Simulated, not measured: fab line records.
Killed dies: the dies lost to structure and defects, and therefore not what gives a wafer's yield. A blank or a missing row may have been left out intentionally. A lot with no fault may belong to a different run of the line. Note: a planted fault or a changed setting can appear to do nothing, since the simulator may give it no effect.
Matching of chambers + flow nand harc + NHARC_P_CONTACT_CMP_24 on cmp-03 has 4 sister chambers
The step polishes, t overpolish 30 s, target thk 200 nm. 4 wafers are shown with their chamber, then 8 later ones without.

WAFERS PAIRED WITH THEIR CHAMBERS
| wafer  | chamber | motor current A (A) |
|--------|---------|---------------------|
| L406.6 | 2       | 9.2                 |
| L416.1 | 0       | 12.4                |
| L416.3 | 3       | 12.2                |
| L418.3 | 1       | 10.7                |

WAFERS WHOSE CHAMBER IS MISSING
| wafer  | motor current A (A) |
|--------|---------------------|
| L418.4 | 11.3                |
| L418.6 | 13.3                |
| L419.2 | 11.1                |
| L419.3 | 9.8                 |
| L419.6 | 12.7                |
| L421.1 | 9.7                 |
| L421.3 | 13.0                |
| L421.6 | 10.2                |

THE CHAMBER EACH PASSED THROUGH
| wafer  | from the rows above          | in truth |
|--------|------------------------------|----------|
| L418.4 | can't be placed: 1 or 3 or 0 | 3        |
| L418.6 | can't be placed: 0 or 3      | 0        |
| L419.2 | can't be placed: 1 or 3 or 0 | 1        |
| L419.3 | can't be placed: 2 or 1      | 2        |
| L419.6 | can't be placed: 0 or 3      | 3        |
| L421.1 | can't be placed: 2 or 1      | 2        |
| L421.3 | can't be placed: 0 or 3      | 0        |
| L421.6 | can't be placed: 1 or 2      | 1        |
Correctly placed: 0 of 8. Not placeable from these rows: 8 (in 8, the candidates include the true chamber). Number placed wrongly: 0.
How it was worked out, from the rows above alone: a wafer's distance from a chamber is the root of the sum, over the readings, of the square of ((its reading less the chamber's mean) divided by the reading's scatter). If the next closest chamber is less than 2 further off than the closest, the wafer can't be placed; otherwise it belongs to the closest. For every chamber, the mean is computed from those of its wafers that are shown. The scatter: with one shown wafer a chamber, the root of the mean of the squares of how far each hidden wafer lies from its nearest shown one.
